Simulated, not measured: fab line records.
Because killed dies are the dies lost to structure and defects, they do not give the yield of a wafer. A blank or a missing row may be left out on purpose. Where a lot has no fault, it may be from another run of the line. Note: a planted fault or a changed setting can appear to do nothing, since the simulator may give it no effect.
Chamber matching :: flow n5-finfet :: N5_BEOL_M3_STRIP_19 on rie-diel-05: 4 sister chambers
The step strips in O2. 4 wafers are shown with their chamber, then 11 later ones without.

EACH WAFER AND ITS CHAMBER
wafer: L083.6
chamber: 0
drypump-motor-current-A (A): 6.3

wafer: L086.3
chamber: 2
drypump-motor-current-A (A): 5.4

wafer: L086.5
chamber: 3
drypump-motor-current-A (A): 5.3

wafer: L088.2
chamber: 1
drypump-motor-current-A (A): 5.3

WAFERS WITH NO CHAMBER GIVEN
wafer: L088.3
drypump-motor-current-A (A): 5.3

wafer: L088.5
drypump-motor-current-A (A): 6.3

wafer: L092.4
drypump-motor-current-A (A): 5.5

wafer: L092.5
drypump-motor-current-A (A): 5.3

wafer: L092.6
drypump-motor-current-A (A): 6.3

wafer: L094.1
drypump-motor-current-A (A): 5.4

wafer: L094.2
drypump-motor-current-A (A): 6.3

wafer: L094.3
drypump-motor-current-A (A): 5.3

wafer: L097.1
drypump-motor-current-A (A): 5.3

wafer: L097.3
drypump-motor-current-A (A): 5.3

wafer: L097.6
drypump-motor-current-A (A): 6.3

THE CHAMBER EACH PASSED THROUGH
wafer: L088.3
from the rows above: can't be placed: 1 or 3
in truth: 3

wafer: L088.5
from the rows above: 0
in truth: 0

wafer: L092.4
from the rows above: 2
in truth: 2

wafer: L092.5
from the rows above: can't be placed: 1 or 3
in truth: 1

wafer: L092.6
from the rows above: 0
in truth: 0

wafer: L094.1
from the rows above: 2
in truth: 2

wafer: L094.2
from the rows above: 0
in truth: 0

wafer: L094.3
from the rows above: can't be placed: 1 or 3
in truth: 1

wafer: L097.1
from the rows above: can't be placed: 1 or 3
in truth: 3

wafer: L097.3
from the rows above: can't be placed: 1 or 3
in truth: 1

wafer: L097.6
from the rows above: 0
in truth: 0
6 of 11 placed correctly. Unplaceable from these rows: 5, with the true chamber sitting among the candidates in 5. Placed wrongly: 0.
How it was worked out, from the rows above alone: a wafer's distance from a chamber is the root of the sum, over the readings, of the square of ((its reading less the chamber's mean) divided by the reading's scatter). The wafer belongs to the nearest chamber; if the next one is less than 2 further off, it can't be placed. Each chamber's mean is taken over the wafers shown for it. The scatter: with one shown wafer a chamber, the root of the mean of the squares of how far each hidden wafer lies from its nearest shown one.
